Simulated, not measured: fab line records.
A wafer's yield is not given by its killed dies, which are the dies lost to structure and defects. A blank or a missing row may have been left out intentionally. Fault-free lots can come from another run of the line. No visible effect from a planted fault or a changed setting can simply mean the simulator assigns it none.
fab line records	flow n5-finfet
record: lots: 6	wafers: 18	last-day: 18
route steps=1938 shown MOL_CONTACT_COAG@526 BEOL_M4@1111
lots that met no fault: taken from a fault-free run of the same line
start-h: the number of hours between the record's first day and the start of the first shown wafer of the lot	wait-h: hours from the lot's prior step to this one	" unchanged from the row above	L1.1+2: a row that stands for several wafers	- no value present, or no start provided	* or withheld: withheld	< > ~ a bound
route shown NAME@n: names a module that has steps shown in the file, with the first one's number in the route	usual: mean and standard deviation over wafers with no fault	same: alike in all rows	chamber/n: place in a boat	sites: per-site readings	_std_site: the standard deviation of these	_edge_site: outer sites' mean less inner sites'	radius-mm: for every site, how far away it sits from the centre of the wafer	mask NAME#n: copy n	behind: the most recent tool/chamber to have shaped the wafer	hold: the reason the lot was held/the length of the hold in hours/how it ended	device: which transistor (n, p or np) failed to switch	end of line: the route-end tests of the same wafers	a step without rows: its recipe alone	killed: not the wafer's yield, but the dies lost to structure and defects at the first sort	map: a wafer's dies, x killed, . not, _ none there
set.NAME: the run value of the setting; set.NAME@STEP: its run value at that earlier step	model.NAME: the simulator's own value behind a step, which no gauge read
lots at some steps of the route; a table a step, a row a wafer
services: from which hour (start-h, from the record's first day; less than 0 if before it) a tool's chamber was out of use, for how many hours, and why
== steps ==
step: N5_MOL_CONTACT_COAG_CD_MEAS_08
recipe: target-cd-nm: 28	landing-energy-ev: 500	detector: se-inlens	polarity: opening
usual: cd-nm: 27.82/0.29
lot.wafer	tool	chamber	start-h	wait-h	cd-nm
L951.1	cd-sem-02	0	99.24	-	28.08
L951.2	"	0	"	"	27.56
L951.5	"	0	"	"	27.52
L952.2	cd-sem-01	0	106.31	-	27.61
L952.4	"	0	"	"	27.01
L952.5	"	0	"	"	27.76
L958.1	cd-sem-03	0	142.50	-	28.10
L958.3	"	0	"	"	27.80
L958.5	"	0	"	"	28.51
L960.2	cd-sem-02	0	148.02	-	27.56
L960.5	"	0	"	"	27.68
L960.6	"	0	"	"	27.75
L968.1	cd-sem-02	0	198.03	-	27.99
L968.3	"	0	"	"	27.67
L968.4	"	0	"	"	28.11
L972.4	cd-sem-03	0	229.20	-	28.23
L972.5	"	0	"	"	27.75
L972.6	"	0	"	"	27.67
step: N5_MOL_CONTACT_COAG_OVL_MEAS_09
recipe: points-per-wafer: 522
usual: CA_OVL: -0.1/0.66
lot.wafer	tool	chamber	start-h	wait-h	CA_OVL[nm]
L951.1	overlay-01	0	99.27	0.0	-0.8
L951.2	"	0	"	"	0.4
L951.5	"	0	"	"	-0.2
L952.2	overlay-02	0	106.34	0.0	-1.4
L952.4	"	0	"	"	-0.1
L952.5	"	0	"	"	-0.4
L958.1	overlay-02	0	142.53	0.0	-0.6
L958.3	"	0	"	"	-0.7
L958.5	"	0	"	"	-1.4
L960.2	overlay-02	0	148.05	0.0	0.3
L960.5	"	0	"	"	-0.7
L960.6	"	0	"	"	1.1
L968.1	overlay-02	0	198.06	0.0	-0.7
L968.3	"	0	"	"	-0.3
L968.4	"	0	"	"	0.4
L972.4	overlay-01	0	229.25	0.0	0.8
L972.5	"	0	"	"	-0.1
L972.6	"	0	"	"	0.7
step: N5_MOL_CONTACT_COAG_INSPECT_10
recipe: mode: adi	inspect-instrument: brightfield
usual: raw-defect-count: 83/43
lot.wafer	tool	chamber	start-h	wait-h	raw-defect-count
L951.1	defect-inspect-01	-	99.33	0.1	60
L951.2	"	-	"	"	40
L951.5	"	-	"	"	73
L952.2	defect-inspect-01	-	106.39	0.0	61
L952.4	"	-	"	"	83
L952.5	"	-	"	"	96
L958.1	defect-inspect-02	-	142.58	0.1	114
L958.3	"	-	"	"	58
L958.5	"	-	"	"	78
L960.2	defect-inspect-02	-	148.11	0.0	83
L960.5	"	-	"	"	53
L960.6	"	-	"	"	84
L968.1	defect-inspect-02	-	198.12	0.1	91
L968.3	"	-	"	"	48
L968.4	"	-	"	"	54
L972.4	defect-inspect-02	-	229.29	0.0	74
L972.5	"	-	"	"	107
L972.6	"	-	"	"	87
step: N5_MOL_CONTACT_COAG_DESCUM_13
recipe: chemistry: O2	time-s: 7	source-power-w: 50	bias-power-w: 20	pressure-mtorr: 20	rf-frequency-hz: 2.712e+07	temp-c: 40	resist: CAR-EUV	o2-flow-sccm: 225
step: N5_MOL_CONTACT_COAG_ETCH_59
recipe: chemistry: N2/H2	target: underlayer	target-depth-a: 130	mask-material: CAR-EUV	time-s: 10.4	ion-energy-ev: 200	pressure-mtorr: 30	source-w: 840	bias-w: 150	n2-flow-sccm: 200	h2-flow-sccm: 200	ends: cleared
usual: drypump-motor-current-A: 5.7/0.34	etch-rf-on-time-s: 10.1/0.34	oes-product-au: 0.69/0.082	rf-vpp-V: 524.1/2.6	showerhead-plenum-p-Torr: 2.54/0.093	throttle-valve-pct: 17.85/0.25
lot.wafer	tool	chamber	start-h	wait-h	drypump-motor-current-A	etch-rf-on-time-s	oes-product-au	rf-hours-counter-h	rf-vpp-V	showerhead-plenum-p-Torr	throttle-valve-pct
L951.1	rie-diel-03	2	99.40	0.0	5.8	10.3	0.65	144	520.2	2.45	17.89
L951.2	"	1	"	"	5.4	9.9	0.64	183	520.9	2.39	17.84
L951.5	"	3	"	"	5.6	9.6	0.78	-	524.2	2.59	17.63
L952.2	rie-diel-03	2	107.38	0.0	5.7	10.4	0.65	146	519.6	2.45	17.89
L952.4	"	1	"	"	5.4	10.0	0.62	186	520.1	2.39	17.84
L952.5	"	3	"	"	5.7	9.7	0.78	-	525.4	2.59	17.64
L958.1	rie-diel-01	3	142.95	0.0	5.2	10.5	0.56	248	518.5	2.39	18.03
L958.3	"	1	"	"	5.9	10.5	0.69	89	527.4	2.67	17.60
L958.5	"	3	"	"	5.1	10.4	0.56	-	520.3	2.39	18.03
L960.2	rie-diel-03	3	148.53	0.0	5.6	9.7	0.75	51	526.5	2.58	17.67
L960.5	"	1	"	"	5.4	10.0	0.62	-	520.0	2.38	17.87
L960.6	"	3	"	"	5.6	9.7	0.75	-	522.4	2.58	17.67
L968.1	rie-diel-03	2	198.18	0.0	5.7	10.2	0.64	175	520.1	2.44	17.94
L968.3	"	0	"	"	5.6	10.2	0.60	203	525.5	2.61	18.24
L968.4	"	3	"	"	5.6	9.6	0.73	72	525.3	2.57	17.72
L972.4	rie-diel-03	1	229.36	0.0	5.4	10.0	0.60	233	518.2	2.37	17.92
L972.5	"	0	"	"	5.5	10.0	0.60	-	527.1	2.61	18.26
L972.6	"	3	"	"	5.6	9.7	0.71	-	525.0	2.57	17.71
step: N5_MOL_CONTACT_COAG_ETCH_105
recipe: chemistry: CF4	target: SiARC	target-depth-a: 156	mask-material: CAR-EUV	time-s: 26	ion-energy-ev: 80	pressure-mtorr: 40	source-w: 545	bias-w: 36	Ar_flow_sccm: 100	cf4-flow-sccm: 100	ends: cleared
usual: drypump-motor-current-A: 5.7/0.34	etch-rf-on-time-s: 25.3/0.76	oes-product-au: 0.69/0.081	rf-vpp-V: 184.3/1.1	showerhead-plenum-p-Torr: 2.15/0.071	throttle-valve-pct: 15.68/0.23
lot.wafer	tool	chamber	start-h	wait-h	drypump-motor-current-A	etch-rf-on-time-s	oes-product-au	rf-hours-counter-h	rf-vpp-V	showerhead-plenum-p-Torr	throttle-valve-pct
L951.1	rie-diel-03	2	99.42	0.0	5.7	25.5	0.65	144	183.1	2.07	15.60
L951.2	"	1	"	"	5.4	24.7	0.64	183	182.8	2.05	15.85
L951.5	"	3	"	"	5.6	24.1	0.78	-	184.5	2.19	15.40
L952.2	rie-diel-03	2	107.40	0.0	5.7	25.9	0.65	146	183.1	2.07	15.60
L952.4	"	1	"	"	5.4	25.1	0.63	186	182.5	2.05	15.84
L952.5	"	3	"	"	5.6	24.2	0.78	-	185.3	2.19	15.42
L958.1	rie-diel-01	3	142.97	0.0	5.1	25.9	0.56	248	183.2	2.02	15.78
L958.3	"	1	"	"	5.9	26.6	0.69	89	185.4	2.23	15.35
L958.5	"	3	"	"	5.1	26.2	0.57	-	183.8	2.02	15.79
L960.2	rie-diel-03	3	148.55	0.0	5.6	24.4	0.75	51	184.9	2.18	15.44
L960.5	"	1	"	"	5.4	25.2	0.63	-	182.6	2.05	15.89
L960.6	"	3	"	"	5.6	24.5	0.75	-	185.5	2.18	15.44
L968.1	rie-diel-03	2	198.20	0.0	5.7	25.7	0.64	175	184.2	2.06	15.66
L968.3	"	0	"	"	5.5	25.2	0.60	203	184.9	2.20	16.04
L968.4	"	3	"	"	5.6	24.1	0.73	72	184.8	2.17	15.48
L972.4	rie-diel-03	1	229.38	0.0	5.4	25.3	0.60	233	182.7	2.04	15.95
L972.5	"	0	"	"	5.6	25.5	0.60	-	183.8	2.20	16.05
L972.6	"	3	"	"	5.6	24.6	0.71	-	185.5	2.17	15.51
step: N5_MOL_CONTACT_COAG_ETCH_106
recipe: chemistry: N2/H2	target: SOC	target-depth-a: 800	overetch-a: 160	mask-material: SiARC	temp-c: 40	time-s: 120	ion-energy-ev: 200	pressure-mtorr: 30	source-w: 840	bias-w: 150	n2-flow-sccm: 200	h2-flow-sccm: 200
usual: drypump-motor-current-A: 5.7/0.34	oes-product-au: 0.71/0.079	rf-vpp-V: 524.3/2.7	showerhead-plenum-p-Torr: 2.54/0.093	throttle-valve-pct: 17.83/0.25
lot.wafer	tool	chamber	start-h	wait-h	drypump-motor-current-A	oes-product-au	rf-hours-counter-h	rf-vpp-V	showerhead-plenum-p-Torr	throttle-valve-pct
L951.1	rie-diel-03	2	99.45	0.0	5.7	0.68	144	522.4	2.45	17.87
L951.2	"	1	"	"	5.4	0.66	183	521.1	2.39	17.80
L951.5	"	3	"	"	5.6	0.79	-	526.3	2.59	17.60
L952.2	rie-diel-03	2	107.43	0.0	5.8	0.68	147	520.0	2.45	17.88
L952.4	"	1	"	"	5.4	0.65	186	521.6	2.39	17.80
L952.5	"	3	"	"	5.6	0.79	-	524.7	2.59	17.60
L958.1	rie-diel-01	3	143.00	0.0	5.1	0.59	248	521.7	2.39	18.02
L958.3	"	1	"	"	5.9	0.73	89	527.1	2.67	17.60
L958.5	"	3	"	"	5.1	0.60	-	519.4	2.39	18.02
L960.2	rie-diel-03	3	148.58	0.0	5.6	0.75	51	524.5	2.58	17.64
L960.5	"	1	"	"	5.4	0.64	-	520.2	2.38	17.83
L960.6	"	3	"	"	5.6	0.75	-	524.7	2.58	17.63
L968.1	rie-diel-03	2	198.23	0.0	5.7	0.66	175	520.8	2.44	17.90
L968.3	"	0	"	"	5.5	0.62	203	525.7	2.61	18.22
L968.4	"	3	"	"	5.7	0.73	72	525.4	2.57	17.68
L972.4	rie-diel-03	1	229.41	0.0	5.4	0.62	233	518.1	2.37	17.89
L972.5	"	0	"	"	5.5	0.62	-	526.6	2.61	18.23
L972.6	"	3	"	"	5.6	0.73	-	525.6	2.57	17.67
step: N5_MOL_CONTACT_COAG_STRIP_107
recipe: chemistry: N2/H2	temp-c: 40	n2-flow-sccm: 200	h2-flow-sccm: 200	rf-frequency-hz: 6e+07
step: N5_MOL_CONTACT_COAG_STRIP_108
recipe: chemistry: N2/H2	temp-c: 40	n2-flow-sccm: 200	h2-flow-sccm: 200	rf-frequency-hz: 6e+07
step: N5_MOL_CONTACT_COAG_CONTACT_ETCH_14
recipe: chemistry: C4F6/O2	target: SiO2	target-depth-a: 275	overetch-a: 85	mask-material: SOC	pressure-mtorr: 30	source-w: 370	bias-w: 185	Ar_flow_sccm: 300	C4F6_flow_sccm: 16	O2_flow_sccm: 10	time-s: 20	ion-energy-ev: 259.6
step: N5_MOL_CONTACT_COAG_STRIP_109
recipe: chemistry: C4F6/O2	resist: SiARC	rf-frequency-hz: 6e+07
step: N5_MOL_CONTACT_COAG_ETCH_15
recipe: chemistry: CH3F/O2	target: SiNx	target-depth-a: 70	mask-material: SOC	stop-on: Si:P	over-etch-frac: 0.75	ion-energy-ev: 120	pressure-mtorr: 30	source-w: 395	bias-w: 73	Ar_flow_sccm: 150	CH3F_flow_sccm: 30	O2_flow_sccm: 20
usual: drypump-motor-current-A: 5.7/0.34	oes-product-au: 0.59/0.064	rf-vpp-V: 297/5.7	showerhead-plenum-p-Torr: 2.01/0.073	throttle-valve-pct: 16.40/0.21
lot.wafer	tool	chamber	start-h	wait-h	drypump-motor-current-A	oes-product-au	rf-hours-counter-h	rf-vpp-V	showerhead-plenum-p-Torr	throttle-valve-pct
L951.1	rie-diel-03	2	99.58	0.0	5.7	0.56	144	287	1.93	16.28
L951.2	"	1	"	"	5.4	0.53	183	300	1.91	16.59
L951.5	"	3	"	"	5.6	0.64	-	291	2.05	16.20
L952.2	rie-diel-03	2	107.56	0.0	5.7	0.56	147	289	1.93	16.30
L952.4	"	1	"	"	5.4	0.53	186	300	1.91	16.58
L952.5	"	3	"	"	5.6	0.64	-	293	2.05	16.19
L958.1	rie-diel-01	3	143.13	0.0	5.1	0.49	248	289	1.88	16.53
L958.3	"	1	"	"	5.9	0.60	89	303	2.10	16.15
L958.5	"	3	"	"	5.1	0.49	-	288	1.88	16.54
L960.2	rie-diel-03	3	148.72	0.0	5.6	0.61	51	292	2.05	16.23
L960.5	"	1	"	"	5.4	0.52	-	299	1.91	16.60
L960.6	"	3	"	"	5.6	0.62	-	292	2.05	16.25
L968.1	rie-diel-03	2	198.37	0.0	5.7	0.54	175	288	1.92	16.34
L968.3	"	0	"	"	5.5	0.52	203	306	2.05	16.72
L968.4	"	3	"	"	5.6	0.59	72	292	2.04	16.27
L972.4	rie-diel-03	1	229.54	0.0	5.4	0.51	233	299	1.90	16.66
L972.5	"	0	"	"	5.5	0.50	-	303	2.05	16.75
L972.6	"	3	"	"	5.6	0.59	-	291	2.04	16.29
step: N5_MOL_CONTACT_COAG_ETCH_110
recipe: chemistry: CF4/O2	target: Si	target-depth-a: 25	time-s: 8	pressure-mtorr: 100	source-w: 200	bias-w: 12	ion-energy-ev: 60	Ar_flow_sccm: 100	cf4-flow-sccm: 100	O2_flow_sccm: 10
usual: drypump-motor-current-A: 5.7/0.34	oes-product-au: 0.81/0.098	rf-vpp-V: 127.0/2.5	showerhead-plenum-p-Torr: 2.24/0.073	throttle-valve-pct: 10.80/0.26
lot.wafer	tool	chamber	start-h	wait-h	drypump-motor-current-A	oes-product-au	rf-hours-counter-h	rf-vpp-V	showerhead-plenum-p-Torr	throttle-valve-pct	model.etch.depth-nm	model.SiGe-B_of_SD_EPI_P_EPI_21.thk-nm	model.SOC_of_MOL_CONTACT_COAG_COAT_103.thk-nm
L951.1	rie-diel-03	2	99.64	0.0	5.7	0.76	144	125.3	2.15	10.76	2.516	57.6	73.6
L951.2	"	1	"	"	5.4	0.75	183	127.5	2.13	11.02	2.588	57.4	73.4
L951.5	"	3	"	"	5.6	0.91	-	125.3	2.27	10.45	2.667	57.2	73.6
L952.2	rie-diel-03	2	107.62	0.0	5.7	0.76	147	124.3	2.15	10.75	2.51	57.2	73.6
L952.4	"	1	"	"	5.3	0.74	186	128.1	2.13	11.01	2.612	57	73.4
L952.5	"	3	"	"	5.6	0.91	-	125.0	2.27	10.46	2.666	57.4	73.6
L958.1	rie-diel-01	3	143.19	0.0	5.1	0.67	248	125.1	2.10	11.05	2.501	58.6	73.6
L958.3	"	1	"	"	5.9	0.81	89	131.1	2.32	10.52	2.478	59.2	74
L958.5	"	3	"	"	5.1	0.66	-	123.8	2.10	11.05	2.481	58.8	74
L960.2	rie-diel-03	3	148.78	0.0	5.6	0.88	51	123.9	2.26	10.50	2.658	57.8	73.6
L960.5	"	1	"	"	5.4	0.73	-	129.8	2.13	11.05	2.582	58.4	73.6
L960.6	"	3	"	"	5.7	0.89	-	123.6	2.27	10.50	2.66	57.8	73.4
L968.1	rie-diel-03	2	198.43	0.0	5.7	0.99	175	123.0	2.14	10.84	3.86	56.8	72.8
L968.3	"	0	"	"	5.5	0.71	203	128.9	2.28	11.21	2.56	58.6	73.6
L968.4	"	3	"	"	5.6	0.85	72	124.4	2.26	10.58	2.627	58.4	73.6
L972.4	rie-diel-03	1	229.60	0.0	5.4	0.71	233	127.3	2.11	11.17	2.601	57.8	74
L972.5	"	0	"	"	5.5	0.71	-	129.9	2.28	11.24	2.564	58	73.8
L972.6	"	3	"	"	5.6	1.11	-	124.3	2.25	10.60	4.029	56.8	73
step: N5_MOL_CONTACT_COAG_STRIP_98
recipe: chemistry: N2/H2	power-w: 500	temp-c: 40	pressure-mtorr: 50	rf-frequency-hz: 6e+07	overash-fraction: 0.3	bias-power-w: 8	h2-frac: 0.5	n2-flow-sccm: 300	h2-flow-sccm: 300
usual: drypump-motor-current-A: 5.7/0.34	oes-product-au: 0.80/0.092	rf-vpp-V: 54.1/1.5	showerhead-plenum-p-Torr: 3.36/0.12	throttle-valve-pct: 18.9/0.37
lot.wafer	tool	chamber	start-h	wait-h	drypump-motor-current-A	oes-product-au	rf-hours-counter-h	rf-vpp-V	showerhead-plenum-p-Torr	throttle-valve-pct
L951.1	rie-diel-03	2	99.69	0.0	5.7	0.76	144	51.9	3.24	19.2
L951.2	"	1	"	"	5.4	0.74	183	54.8	3.17	18.8
L951.5	"	3	"	"	5.6	0.89	-	52.1	3.42	18.7
L952.2	rie-diel-03	2	107.67	0.0	5.7	0.77	147	53.1	3.24	19.3
L952.4	"	1	"	"	5.4	0.73	186	50.1	3.16	18.7
L952.5	"	3	"	"	5.6	0.89	-	55.5	3.42	18.6
L958.1	rie-diel-01	3	143.24	0.0	5.1	0.65	248	53.5	3.17	19.1
L958.3	"	1	"	"	5.9	0.80	89	53.8	3.52	18.5
L958.5	"	3	"	"	5.1	0.66	-	53.9	3.17	19.1
L960.2	rie-diel-03	3	148.83	0.0	5.6	0.86	51	53.1	3.41	18.7
L960.5	"	1	"	"	5.4	0.72	-	54.0	3.16	18.8
L960.6	"	3	"	"	5.6	0.85	-	52.9	3.41	18.7
L968.1	rie-diel-03	2	198.48	0.0	5.7	0.75	175	53.2	3.22	19.3
L968.3	"	0	"	"	5.6	0.70	203	55.2	3.45	19.3
L968.4	"	3	"	"	5.6	0.84	72	52.8	3.40	18.8
L972.4	rie-diel-03	1	229.65	0.0	5.4	0.70	233	54.0	3.14	18.8
L972.5	"	0	"	"	5.6	0.69	-	54.0	3.44	19.3
L972.6	"	3	"	"	5.6	0.81	-	52.4	3.39	18.7
step: N5_BEOL_M4_RC_MEAS_101
usual: DIBL_N: 35.4/2.1	DIBL_P: 34.8/2.6	IOFF_N: 0.15/0.037	IOFF_P: 0.19/0.037	ION_N: 677/16	ION_P: 462/9.3	SS_N: 71.4/0.75	SS_P: 72.9/0.77	VT_N: 250/3.7	VT_P: -251/3.5
lot.wafer	tool	chamber	start-h	wait-h	DIBL_N[mV/V]	DIBL_P[mV/V]	IOFF_N[nA/um]	IOFF_P[nA/um]	ION_N[uA/um]	ION_P[uA/um]	SS_N[mV/dec]	SS_P[mV/dec]	VT_N[mV]	VT_P[mV]
L951.1	prober-02	0	183.59	0.0	31.6	28.4	0.09	0.16	664	473	70.1	72.4	255	-252
L951.2	"	0	"	"	35.5	33.2	0.14	0.21	680	470	71.0	72.9	250	-249
L951.5	"	0	"	"	34.3	31.4	0.13	0.18	680	463	70.9	72.7	248	-249
L952.2	prober-01	0	198.12	0.2	36.1	34.5	0.15	0.15	680	452	72.3	72.6	248	-255
L952.4	"	0	"	"	35.3	34.0	0.13	0.15	668	451	71.5	72.6	251	-257
L952.5	"	0	"	"	36.5	35.2	0.15	0.17	685	459	71.9	73.0	249	-250
L958.1	prober-01	0	225.90	0.0	34.1	34.0	0.14	0.21	674	470	71.2	72.5	248	-249
L958.3	"	0	"	"	33.8	33.4	0.12	0.20	660	461	70.9	73.0	255	-249
L958.5	"	0	"	"	32.5	31.7	0.11	0.18	666	469	70.3	72.1	252	-249
L960.2	prober-01	0	231.49	0.8	37.8	36.2	0.17	0.22	672	460	71.9	73.0	250	-248
L960.5	"	0	"	"	36.2	34.3	0.14	0.20	684	466	71.4	72.4	248	-249
L960.6	"	0	"	"	36.7	34.1	0.15	0.20	675	460	71.2	72.7	247	-251
L968.1	prober-01	0	283.59	0.0	34.0	34.4	0.12	0.16	683	462	71.2	73.4	255	-254
L968.3	"	0	"	"	36.5	36.7	0.16	0.20	683	460	70.8	73.9	249	-251
L968.4	"	0	"	"	32.3	32.6	0.11	0.16	661	461	70.5	72.2	256	-252
L972.4	prober-01	0	327.77	0.5	34.0	33.9	0.13	0.20	675	474	70.4	71.8	249	-246
L972.5	"	0	"	"	33.2	32.4	0.12	0.19	665	467	70.2	71.5	251	-248
L972.6	"	0	"	"	35.3	34.2	0.14	0.19	679	464	72.1	72.5	252	-250
== services ==
tool	chamber	start-h	hours	kind
rie-diel-01	-	87.14	1.0	repair
rie-diel-01	2	134.57	-	clean
rie-diel-01	2	134.57	-	consumable-replace:esc
rie-diel-01	2	134.57	-	consumable-replace:focus-ring
rie-diel-01	2	134.57	18.7	scheduled-down
rie-diel-01	2	134.57	18.7	vent-cycle
rie-diel-01	-	141.22	1.0	repair
rie-diel-03	3	149.91	2.5	repair
rie-diel-01	3	153.44	-	clean
rie-diel-01	3	153.44	-	consumable-replace:focus-ring
rie-diel-01	3	153.44	-	consumable-replace:showerhead
rie-diel-01	3	153.44	27.5	scheduled-down
rie-diel-01	3	153.44	27.5	vent-cycle
== key ==
first-sign none at tools or gauges
model-effect: step: N5_MOL_CONTACT_COAG_ETCH_110	value: etch.depth-nm	without: 2.588	struck: 3.945
met-at N5_MOL_CONTACT_COAG_ETCH_110
struck-wafers L968.1,L972.6
onset-between 148.78 198.43
fault: kind: process-parameter-drift	tool: rie-diel-03	chamber: -	onset-h: 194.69	steps: N5_MOL_CONTACT_COAG_ETCH_110	channel: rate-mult	offset: 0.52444	shape: step	end-h: 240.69	scope: struck-wafers-only
